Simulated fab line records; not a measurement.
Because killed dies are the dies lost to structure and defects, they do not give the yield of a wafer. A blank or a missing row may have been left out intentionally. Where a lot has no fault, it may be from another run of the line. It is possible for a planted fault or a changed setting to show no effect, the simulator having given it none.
Chamber matching | flow nandHarc | NHARC_P_GATE_ALD_36 on aldSin-04 has 4 sister chambers
The step deposits SiNx, target thk 20 nm, pulse time 60 s, ald cycles 223. 8 wafers are shown with their chamber, then 8 later ones without.

== EACH WAFER AND ITS CHAMBER ==
wafer  | chamber | heaterPowerOuterW (W) | heaterPowerW (W)
L078.3 | 1       | 479                   | 762
L082.4 | 2       | 458                   | 720
L082.1 | 0       | 470                   | 773
L082.2 | 1       | 483                   | 774
L084.1 | 3       | 503                   | 750
L084.4 | 0       | 471                   | 756
L084.5 | 3       | 497                   | 758
L088.4 | 2       | 456                   | 728

== WAFERS WHOSE CHAMBER IS MISSING ==
wafer  | heaterPowerOuterW (W) | heaterPowerW (W)
L088.2 | 481                   | 744
L088.5 | 451                   | 719
L093.3 | 431                   | 698
L093.1 | 497                   | 743
L093.6 | 484                   | 777
L096.1 | 425                   | 689
L096.3 | 485                   | 747
L096.5 | 481                   | 771

== WHICH CHAMBER EACH WENT THROUGH ==
wafer  | from the rows above     | in truth
L088.2 | can't be placed: 1 or 0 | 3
L088.5 | 2                       | 2
L093.3 | 2                       | 2
L093.1 | 3                       | 3
L093.6 | 1                       | 1
L096.1 | 2                       | 2
L096.3 | 1                       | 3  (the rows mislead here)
L096.5 | 1                       | 1
Correctly placed: 6 of 8. Cannot be placed on the basis of these rows: 1; the candidates contain the true chamber in 0. 1 placed wrongly.
How it was worked out, from the rows above alone: a wafer's distance from a chamber is the root of the sum, over the readings, of the square of ((its reading less the chamber's mean) divided by the reading's scatter). If the next closest chamber is less than 2 further off than the closest, the wafer can't be placed; otherwise it belongs to the closest. For every chamber, the mean is computed from those of its wafers that are shown. How the scatter is found: for the shown wafers, subtract from each reading the mean of its chamber, square and add these, divide the total by (wafers less chambers), then take the root.
